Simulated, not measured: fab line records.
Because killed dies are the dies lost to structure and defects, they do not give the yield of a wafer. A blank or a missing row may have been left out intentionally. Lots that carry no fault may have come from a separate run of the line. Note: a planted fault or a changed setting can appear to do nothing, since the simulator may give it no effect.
Chamber matching / flow nandHarc / NHARC_A_CHANNEL_FILL_D1_ETCHBACK_19 on rieSi-05: 4 sister chambers
The step etches the open film in HBr/Cl2, target depth 5 nm, time 1.7 s. 14 wafers are shown with their chamber, then 6 later ones without.

== EACH WAFER AND ITS CHAMBER ==
wafer=L716.1; chamber=3; drypumpMotorCurrentA (A)=5.8; oesProductAu (a.u.)=0.994; chamberPressureMTorr (mTorr)=14.987
wafer=L716.3; chamber=0; drypumpMotorCurrentA (A)=5.7; oesProductAu (a.u.)=1.002; chamberPressureMTorr (mTorr)=15.020
wafer=L716.5; chamber=2; drypumpMotorCurrentA (A)=6.1; oesProductAu (a.u.)=1.009; chamberPressureMTorr (mTorr)=15.009
wafer=L717.2; chamber=2; drypumpMotorCurrentA (A)=6.1; oesProductAu (a.u.)=1.005; chamberPressureMTorr (mTorr)=14.993
wafer=L717.3; chamber=0; drypumpMotorCurrentA (A)=5.8; oesProductAu (a.u.)=0.997; chamberPressureMTorr (mTorr)=15.028
wafer=L717.4; chamber=1; drypumpMotorCurrentA (A)=6.0; oesProductAu (a.u.)=1.024; chamberPressureMTorr (mTorr)=14.987
wafer=L723.2; chamber=2; drypumpMotorCurrentA (A)=6.1; oesProductAu (a.u.)=1.018; chamberPressureMTorr (mTorr)=15.001
wafer=L723.3; chamber=3; drypumpMotorCurrentA (A)=5.8; oesProductAu (a.u.)=1.010; chamberPressureMTorr (mTorr)=15.002
wafer=L723.6; chamber=2; drypumpMotorCurrentA (A)=6.1; oesProductAu (a.u.)=1.011; chamberPressureMTorr (mTorr)=14.997
wafer=L724.1; chamber=1; drypumpMotorCurrentA (A)=5.9; oesProductAu (a.u.)=1.020; chamberPressureMTorr (mTorr)=15.030
wafer=L724.4; chamber=0; drypumpMotorCurrentA (A)=5.7; oesProductAu (a.u.)=1.011; chamberPressureMTorr (mTorr)=15.005
wafer=L724.5; chamber=2; drypumpMotorCurrentA (A)=6.1; oesProductAu (a.u.)=1.013; chamberPressureMTorr (mTorr)=14.988
wafer=L725.1; chamber=0; drypumpMotorCurrentA (A)=5.8; oesProductAu (a.u.)=0.998; chamberPressureMTorr (mTorr)=15.020
wafer=L725.3; chamber=1; drypumpMotorCurrentA (A)=6.0; oesProductAu (a.u.)=1.013; chamberPressureMTorr (mTorr)=15.002

SIGNATURES (means of the wafers above)
reading=drypumpMotorCurrentA; chamber 0=5.750; chamber 1=5.967; chamber 2=6.100; chamber 3=5.800; scatter within a chamber=0.0408
reading=oesProductAu; chamber 0=1.00200; chamber 1=1.01900; chamber 2=1.01120; chamber 3=1.00200; scatter within a chamber=0.00636
reading=chamberPressureMTorr; chamber 0=15.01825; chamber 1=15.00633; chamber 2=14.99760; chamber 3=14.99450; scatter within a chamber=0.0126
Rule: a wafer's distance from a chamber is the root of the sum, over the readings, of the square of ((its reading less the chamber's mean) divided by the reading's scatter). The wafer belongs to the nearest chamber; if the next one is less than 2 further off, it can't be placed. How the scatter is found: for the shown wafers, subtract from each reading the mean of its chamber, square and add these, divide the total by (wafers less chambers), then take the root.

== WAFERS WHOSE CHAMBER IS MISSING ==
wafer=L725.5; drypumpMotorCurrentA (A)=6.1; oesProductAu (a.u.)=1.009; chamberPressureMTorr (mTorr)=15.013
wafer=L729.1; drypumpMotorCurrentA (A)=5.8; oesProductAu (a.u.)=1.012; chamberPressureMTorr (mTorr)=15.001
wafer=L729.2; drypumpMotorCurrentA (A)=5.8; oesProductAu (a.u.)=1.018; chamberPressureMTorr (mTorr)=15.012
wafer=L729.6; drypumpMotorCurrentA (A)=5.8; oesProductAu (a.u.)=1.013; chamberPressureMTorr (mTorr)=14.991
wafer=L734.4; drypumpMotorCurrentA (A)=5.8; oesProductAu (a.u.)=1.016; chamberPressureMTorr (mTorr)=15.024
wafer=L734.6; drypumpMotorCurrentA (A)=5.8; oesProductAu (a.u.)=1.000; chamberPressureMTorr (mTorr)=14.984

== THE CHAMBER EACH PASSED THROUGH ==
wafer=L725.5; from the rows above=2; in truth=2
wafer=L729.1; from the rows above=can't be placed: 3 or 0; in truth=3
wafer=L729.2; from the rows above=can't be placed: 0 or 3 or 1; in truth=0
wafer=L729.6; from the rows above=can't be placed: 3 or 0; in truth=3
wafer=L734.4; from the rows above=can't be placed: 0 or 3 or 1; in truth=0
wafer=L734.6; from the rows above=3; in truth=3
Correct placement for 2 of the 6. From these rows, 4 cannot be placed; in 4 the true chamber is one of the candidates. Wrongly placed: 0.
